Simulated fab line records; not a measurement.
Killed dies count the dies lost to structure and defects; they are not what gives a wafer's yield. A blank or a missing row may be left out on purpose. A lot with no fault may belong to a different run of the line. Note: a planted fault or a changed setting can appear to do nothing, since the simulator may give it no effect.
Split-lot experiment    flow n5-finfet    on a route of 1938 steps: 7 lots, 21 wafers read

THE SPLIT
At N5_DUMMY_GATE_COAT_28 (time 60 s, resist thk 10 nm), the setting spin-rpm was moved away from the recipe's 1500 rpm on 12 of the 21 wafers read, by -10.1% to +10.9%. All remaining wafers had this setting at the recipe value.

The reading comes from the split's own step.

THE READING
underlayer_of_DUMMY_GATE_COAT_28.thk-nm (the simulator's own value, which no gauge read), in nm, at N5_DUMMY_GATE_COAT_28 (time 60 s, resist thk 10 nm). No usual value for it is given in the file.

wafer   tool, chamber at the split  spin-rpm as run, rpm  against the recipe  underlayer_of_DUMMY_GATE_COAT_28.thk-nm, nm  against lot-mates on the recipe
L075.2  litho-track-05, 0           1500                  recipe              10                                           -
L075.5  litho-track-05, 0           1438                  -4.1%               10.2                                         +0.2
L075.6  litho-track-05, 0           1438                  -4.1%               10.2                                         +0.2
L076.2  litho-track-03, 0           1500                  recipe              10                                           -
L076.5  litho-track-03, 0           1500                  recipe              10                                           -
L076.6  litho-track-03, 0           1500                  recipe              10                                           -
L078.1  litho-track-01, 0           1500                  recipe              10                                           -
L078.3  litho-track-01, 0           1349                  -10.1%              10.6                                         +0.6
L078.6  litho-track-01, 0           1349                  -10.1%              10.6                                         +0.6
L081.1  litho-track-01, 0           1555                  +3.7%               9.8                                          -0.2
L081.4  litho-track-01, 0           1555                  +3.7%               9.8                                          -0.2
L081.6  litho-track-01, 0           1500                  recipe              10                                           -
L085.1  litho-track-01, 0           1500                  recipe              10                                           -
L085.3  litho-track-01, 0           1500                  recipe              10                                           -
L085.6  litho-track-01, 0           1663                  +10.9%              9.6                                          -0.4
L096.1  litho-track-05, 0           1382                  -7.9%               10.4                                         no lot-mate on the recipe
L096.3  litho-track-05, 0           1382                  -7.9%               10.4                                         no lot-mate on the recipe
L096.4  litho-track-05, 0           1382                  -7.9%               10.4                                         no lot-mate on the recipe
L097.2  litho-track-05, 0           1500                  recipe              10                                           -
L097.3  litho-track-05, 0           1589                  +5.9%               9.8                                          -0.2
L097.6  litho-track-05, 0           1589                  +5.9%               9.8                                          -0.2

THE FIT
A straight line over all 21 wafers: underlayer_of_DUMMY_GATE_COAT_28.thk-nm changes by -0.0483 nm for each +1% of spin-rpm; r = -0.98; the points scatter about the line by 0.049 nm.
The same after taking each lot's own level away (the mean of its wafers on the recipe; 18 wafers): -0.0486 nm for each +1%; r = -0.98; scatter 0.053 nm.
That fit puts the effect of the largest move of spin-rpm on the reading at 0.53 nm.
The lots' own levels span 10.00 to 10.00 nm.
So the lot-to-lot level changes the slope little: the two slopes agree.
Check: with one of the wafers moved furthest among these (+10.9%) left out of the fit, the line predicts -0.547 nm for it against its lot-mates. Against them it came out at -0.4 nm.

OTHER SPLITS ON THESE WAFERS
Other splits were also applied to these wafers ahead of the reading. Each is held against what the fit with the lots' levels taken away leaves over:
other split on the same wafers            wafers away from the commonest value  r with underlayer_of_DUMMY_GATE_COAT_28.thk-nm (lot level and that fit taken away)
N5_WELL_APT_COAT_02 spin-rpm              4                                     +0.21
N5_WELL_APT_PEB_06 peb-temp-c             8                                     +0.10
N5_PMOS_HMC_CHANNEL_EPI_HM_DEP_34 time-s  3                                     -0.22
N5_PMOS_HMC_CHANNEL_EPI_COAT_31 spin-rpm  7                                     +0.09
N5_FIN_SAQP_PEB_14 peb-time-s             6                                     -0.07
N5_FIN_CUT_COAT_19 spin-rpm               10                                    +0.04
N5_FIN_CUT_EXPOSE_05 dose-mj              5                                     -0.09

THE FILE'S OWN FIT
underlayer_of_DUMMY_GATE_COAT_28.thk-nm changes by -0.0461 nm for each +1% of spin-rpm, r = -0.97.
